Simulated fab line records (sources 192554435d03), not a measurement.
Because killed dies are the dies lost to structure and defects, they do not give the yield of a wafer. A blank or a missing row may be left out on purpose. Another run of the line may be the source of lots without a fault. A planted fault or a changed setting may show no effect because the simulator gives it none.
Split-lot study || flow n5Finfet || 7 lots, 39 wafers read, on a route of 1938 steps

THE SPLIT
At N5_BEOL_M9_ILD_DEP_00 (deposits SiCOH lowk from DEMS/porogen, target thk 308.51 nm, time 58 s), the setting timeS was moved away from the recipe's 58 s on 12 of the 39 wafers read, by -48.7% to +56.9%. The other wafers ran this setting at the recipe's value.

THE PATH FROM SPLIT TO READING: the file shows 1 step between them
- N5_BEOL_M9_CURE_71: cures SiCOH lowk, time 240 s

THE READING
M9_ILD_THK at N5_BEOL_M9_THK_MEAS_01, in nm. A value of 268 nm with a standard deviation of 3.6 nm is what fault-free wafers of this fab line usually give.

{"wafer": "L076.1", "tool, chamber at the split": "pecvd-03, 2", "timeS as run, s": 58, "against the recipe": "recipe", "M9_ILD_THK, nm": 269, "against lot-mates on the recipe": "-"}
{"wafer": "L076.2", "tool, chamber at the split": "pecvd-03, 1", "timeS as run, s": 58, "against the recipe": "recipe", "M9_ILD_THK, nm": 270, "against lot-mates on the recipe": "-"}
{"wafer": "L076.3", "tool, chamber at the split": "pecvd-03, 0", "timeS as run, s": 58, "against the recipe": "recipe", "M9_ILD_THK, nm": 268, "against lot-mates on the recipe": "-"}
{"wafer": "L076.4", "tool, chamber at the split": "pecvd-03, 2", "timeS as run, s": 58, "against the recipe": "recipe", "M9_ILD_THK, nm": 274, "against lot-mates on the recipe": "-"}
{"wafer": "L076.5", "tool, chamber at the split": "pecvd-03, 1", "timeS as run, s": 58, "against the recipe": "recipe", "M9_ILD_THK, nm": 273, "against lot-mates on the recipe": "-"}
{"wafer": "L076.6", "tool, chamber at the split": "pecvd-03, 0", "timeS as run, s": 58, "against the recipe": "recipe", "M9_ILD_THK, nm": 271, "against lot-mates on the recipe": "-"}
{"wafer": "L075.2", "tool, chamber at the split": "pecvd-02, 1", "timeS as run, s": 58, "against the recipe": "recipe", "M9_ILD_THK, nm": 266, "against lot-mates on the recipe": "-"}
{"wafer": "L075.3", "tool, chamber at the split": "pecvd-02, 0", "timeS as run, s": 58, "against the recipe": "recipe", "M9_ILD_THK, nm": 271, "against lot-mates on the recipe": "-"}
{"wafer": "L075.4", "tool, chamber at the split": "pecvd-02, 0", "timeS as run, s": 58, "against the recipe": "recipe", "M9_ILD_THK, nm": 273, "against lot-mates on the recipe": "-"}
{"wafer": "L082.1", "tool, chamber at the split": "pecvd-03, 0", "timeS as run, s": 58, "against the recipe": "recipe", "M9_ILD_THK, nm": 264, "against lot-mates on the recipe": "-"}
{"wafer": "L082.2", "tool, chamber at the split": "pecvd-03, 2", "timeS as run, s": 58, "against the recipe": "recipe", "M9_ILD_THK, nm": 269, "against lot-mates on the recipe": "-"}
{"wafer": "L082.3", "tool, chamber at the split": "pecvd-03, 1", "timeS as run, s": 58, "against the recipe": "recipe", "M9_ILD_THK, nm": 265, "against lot-mates on the recipe": "-"}
{"wafer": "L082.4", "tool, chamber at the split": "pecvd-03, 2", "timeS as run, s": 58, "against the recipe": "recipe", "M9_ILD_THK, nm": 272, "against lot-mates on the recipe": "-"}
{"wafer": "L082.5", "tool, chamber at the split": "pecvd-03, 0", "timeS as run, s": 58, "against the recipe": "recipe", "M9_ILD_THK, nm": 270, "against lot-mates on the recipe": "-"}
{"wafer": "L082.6", "tool, chamber at the split": "pecvd-03, 1", "timeS as run, s": 58, "against the recipe": "recipe", "M9_ILD_THK, nm": 275, "against lot-mates on the recipe": "-"}
{"wafer": "L086.1", "tool, chamber at the split": "pecvd-03, 1", "timeS as run, s": 29.77, "against the recipe": "-48.7%", "M9_ILD_THK, nm": 138, "against lot-mates on the recipe": -129}
{"wafer": "L086.2", "tool, chamber at the split": "pecvd-03, 0", "timeS as run, s": 58, "against the recipe": "recipe", "M9_ILD_THK, nm": 263, "against lot-mates on the recipe": "-"}
{"wafer": "L086.3", "tool, chamber at the split": "pecvd-03, 0", "timeS as run, s": 29.77, "against the recipe": "-48.7%", "M9_ILD_THK, nm": 140, "against lot-mates on the recipe": -127}
{"wafer": "L086.4", "tool, chamber at the split": "pecvd-03, 1", "timeS as run, s": 29.77, "against the recipe": "-48.7%", "M9_ILD_THK, nm": 141, "against lot-mates on the recipe": -126}
{"wafer": "L086.5", "tool, chamber at the split": "pecvd-03, 0", "timeS as run, s": 58, "against the recipe": "recipe", "M9_ILD_THK, nm": 270, "against lot-mates on the recipe": "-"}
{"wafer": "L086.6", "tool, chamber at the split": "pecvd-03, 1", "timeS as run, s": 58, "against the recipe": "recipe", "M9_ILD_THK, nm": 268, "against lot-mates on the recipe": "-"}
{"wafer": "L092.1", "tool, chamber at the split": "pecvd-01, 1", "timeS as run, s": 58, "against the recipe": "recipe", "M9_ILD_THK, nm": 263, "against lot-mates on the recipe": "-"}
{"wafer": "L092.2", "tool, chamber at the split": "pecvd-01, 0", "timeS as run, s": 67.19, "against the recipe": "+15.8%", "M9_ILD_THK, nm": 304, "against lot-mates on the recipe": "+39"}
{"wafer": "L092.3", "tool, chamber at the split": "pecvd-01, 1", "timeS as run, s": 58, "against the recipe": "recipe", "M9_ILD_THK, nm": 266, "against lot-mates on the recipe": "-"}
{"wafer": "L092.4", "tool, chamber at the split": "pecvd-01, 0", "timeS as run, s": 58, "against the recipe": "recipe", "M9_ILD_THK, nm": 266, "against lot-mates on the recipe": "-"}
{"wafer": "L092.5", "tool, chamber at the split": "pecvd-01, 1", "timeS as run, s": 67.19, "against the recipe": "+15.8%", "M9_ILD_THK, nm": 309, "against lot-mates on the recipe": "+44"}
{"wafer": "L092.6", "tool, chamber at the split": "pecvd-01, 0", "timeS as run, s": 67.19, "against the recipe": "+15.8%", "M9_ILD_THK, nm": 306, "against lot-mates on the recipe": "+41"}
{"wafer": "L093.1", "tool, chamber at the split": "pecvd-01, 2", "timeS as run, s": 91.03, "against the recipe": "+56.9%", "M9_ILD_THK, nm": 419, "against lot-mates on the recipe": "+156"}
{"wafer": "L093.2", "tool, chamber at the split": "pecvd-01, 0", "timeS as run, s": 58, "against the recipe": "recipe", "M9_ILD_THK, nm": 263, "against lot-mates on the recipe": "-"}
{"wafer": "L093.3", "tool, chamber at the split": "pecvd-01, 1", "timeS as run, s": 58, "against the recipe": "recipe", "M9_ILD_THK, nm": 260, "against lot-mates on the recipe": "-"}
{"wafer": "L093.4", "tool, chamber at the split": "pecvd-01, 1", "timeS as run, s": 58, "against the recipe": "recipe", "M9_ILD_THK, nm": 267, "against lot-mates on the recipe": "-"}
{"wafer": "L093.5", "tool, chamber at the split": "pecvd-01, 2", "timeS as run, s": 91.03, "against the recipe": "+56.9%", "M9_ILD_THK, nm": 422, "against lot-mates on the recipe": "+159"}
{"wafer": "L093.6", "tool, chamber at the split": "pecvd-01, 0", "timeS as run, s": 91.03, "against the recipe": "+56.9%", "M9_ILD_THK, nm": 422, "against lot-mates on the recipe": "+159"}
{"wafer": "L097.1", "tool, chamber at the split": "pecvd-03, 2", "timeS as run, s": 58, "against the recipe": "recipe", "M9_ILD_THK, nm": 268, "against lot-mates on the recipe": "-"}
{"wafer": "L097.2", "tool, chamber at the split": "pecvd-03, 1", "timeS as run, s": 58, "against the recipe": "recipe", "M9_ILD_THK, nm": 266, "against lot-mates on the recipe": "-"}
{"wafer": "L097.3", "tool, chamber at the split": "pecvd-03, 0", "timeS as run, s": 43.36, "against the recipe": "-25.2%", "M9_ILD_THK, nm": 198, "against lot-mates on the recipe": -70}
{"wafer": "L097.4", "tool, chamber at the split": "pecvd-03, 2", "timeS as run, s": 43.36, "against the recipe": "-25.2%", "M9_ILD_THK, nm": 203, "against lot-mates on the recipe": -65}
{"wafer": "L097.5", "tool, chamber at the split": "pecvd-03, 1", "timeS as run, s": 58, "against the recipe": "recipe", "M9_ILD_THK, nm": 269, "against lot-mates on the recipe": "-"}
{"wafer": "L097.6", "tool, chamber at the split": "pecvd-03, 0", "timeS as run, s": 43.36, "against the recipe": "-25.2%", "M9_ILD_THK, nm": 200, "against lot-mates on the recipe": -68}

FIT RESULTS
A straight line over all 39 wafers: M9_ILD_THK changes by +2.66 nm for each +1% of timeS; r = +1.00; the points scatter about the line by 3.5 nm.
The same after taking each lot's own level away (the mean of its wafers on the recipe; 39 wafers): +2.7 nm for each +1%; r = +1.00; scatter 3 nm.
The reading moves by 1.5e+02 nm for the largest change in timeS, on that fit.
Measured against the standard deviation above, the lots' own levels, which go from 263.3 to 270.8 nm, span 2.1 times it.
Hence the lot-to-lot level has little effect on the slope; both slopes agree.
Check: +154 nm against its lot-mates is what the line predicts for one of the wafers moved furthest among these (+56.9%) when that wafer is left out of the fit. Against them it came out at +156 nm.

OTHER SPLITS APPLIED TO THESE WAFERS
Other splits were also applied to these wafers ahead of the reading. Each is held against what the fit with the lots' levels taken away leaves over:
{"other split on the same wafers": "N5_BEOL_M4_DESCUM_33 timeS", "wafers away from the commonest value": 18, "r with M9_ILD_THK (lot level and that fit taken away)": "+0.04"}
{"other split on the same wafers": "N5_BEOL_M5_TRENCH_ETCH_37 timeS", "wafers away from the commonest value": 18, "r with M9_ILD_THK (lot level and that fit taken away)": -0.21}

THE WHOLE CHAIN: every reading that the file lists as answering this split, in the file's order
{"step": "N5_BEOL_M9_ILD_DEP_00", "what it does": "deposits SiCOH lowk from DEMS/porogen, target thk 308.51 nm, time 58 s", "reading": "SiCOH_lowk_of_BEOL_M9_ILD_DEP_00.thkNm (the simulator's own value, which no gauge read)", "change (the file's fit)": "+3.05 nm for each +1% of the setting", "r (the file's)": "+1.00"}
{"step": "N5_BEOL_M9_CURE_71", "what it does": "cures SiCOH lowk, time 240 s", "reading": "SiCOH_lowk_of_BEOL_M9_ILD_DEP_00.thkNm (the simulator's own value, which no gauge read)", "change (the file's fit)": "+2.7 nm for each +1% of the setting", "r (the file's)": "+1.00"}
{"step": "N5_BEOL_M9_THK_MEAS_01", "what it does": "", "reading": "M9_ILD_THK", "change (the file's fit)": "+2.7 for each +1% of the setting", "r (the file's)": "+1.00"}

THE FILE'S OWN FIT
M9_ILD_THK changes by +2.7 nm for each +1% of timeS, r = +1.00.
